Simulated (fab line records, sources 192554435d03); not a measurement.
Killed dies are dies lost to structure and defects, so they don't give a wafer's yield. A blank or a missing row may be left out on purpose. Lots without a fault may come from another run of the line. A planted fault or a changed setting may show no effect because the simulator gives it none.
Chamber matching | flow n5_finfet | N5_MOL_CONTACT_COAG_ETCHBACK_134 on rie_diel-04: 4 sister chambers
The step etches SiO2 in CHF3, target depth 10 nm, time 6.7 s. 16 wafers are shown with their chamber, then 8 later ones without.

WAFERS WITH THEIR CHAMBER
wafer  | chamber | showerhead_plenum_p_Torr (Torr) | rf_vpp_V (V) | drypump_motor_current_A (A)
L074.2 | 1       | 2.43                            | 541          | 5.8
L074.3 | 3       | 2.47                            | 524          | 5.6
L074.5 | 0       | 2.25                            | 522          | 5.5
L078.1 | 1       | 2.42                            | 542          | 5.8
L078.2 | 3       | 2.47                            | 526          | 5.7
L078.4 | 3       | 2.46                            | 524          | 5.7
L079.1 | 2       | 2.44                            | 495          | 4.7
L079.3 | 3       | 2.46                            | 524          | 5.7
L079.6 | 2       | 2.44                            | 495          | 4.7
L081.1 | 1       | 2.42                            | 540          | 5.8
L081.4 | 0       | 2.25                            | 523          | 5.5
L081.6 | 1       | 2.42                            | 541          | 5.8
L083.2 | 0       | 2.25                            | 522          | 5.6
L083.3 | 3       | 2.46                            | 524          | 5.7
L083.4 | 1       | 2.42                            | 541          | 5.8
L084.4 | 2       | 2.44                            | 495          | 4.7

SIGNATURES (means of the wafers above)
reading                  | chamber 0 | chamber 1 | chamber 2 | chamber 3 | scatter within a chamber
showerhead_plenum_p_Torr | 2.2500    | 2.4220    | 2.4400    | 2.4640    | 0.00408
rf_vpp_V                 | 522.33    | 541.00    | 495.00    | 524.40    | 0.699
drypump_motor_current_A  | 5.533     | 5.800     | 4.700     | 5.680     | 0.035
Rule: a wafer's distance from a chamber is the root of the sum, over the readings, of the square of ((its reading less the chamber's mean) divided by the reading's scatter). The wafer belongs to the nearest chamber; if the next one is less than 2 further off, it can't be placed. The scatter: the root of (the sum of the squares of (reading less its chamber's mean) over the shown wafers, divided by (wafers less chambers)).

WAFERS WITHOUT THEIR CHAMBER
wafer  | showerhead_plenum_p_Torr (Torr) | rf_vpp_V (V) | drypump_motor_current_A (A)
L084.5 | 2.46                            | 525          | 5.7
L084.6 | 2.44                            | 496          | 4.8
L085.3 | 2.25                            | 524          | 5.6
L085.4 | 2.42                            | 541          | 5.8
L085.5 | 2.25                            | 523          | 5.6
L089.1 | 2.42                            | 541          | 5.8
L089.2 | 2.44                            | 494          | 4.8
L089.6 | 2.46                            | 524          | 5.6

WHICH CHAMBER EACH WENT THROUGH
wafer  | from the rows above | in truth
L084.5 | 3                   | 3
L084.6 | 2                   | 2
L085.3 | 0                   | 0
L085.4 | 1                   | 1
L085.5 | 0                   | 0
L089.1 | 1                   | 1
L089.2 | 2                   | 2
L089.6 | 3                   | 3
Placed correctly: 8 of 8. Can't be placed from these rows: 0. Placed wrongly: 0.
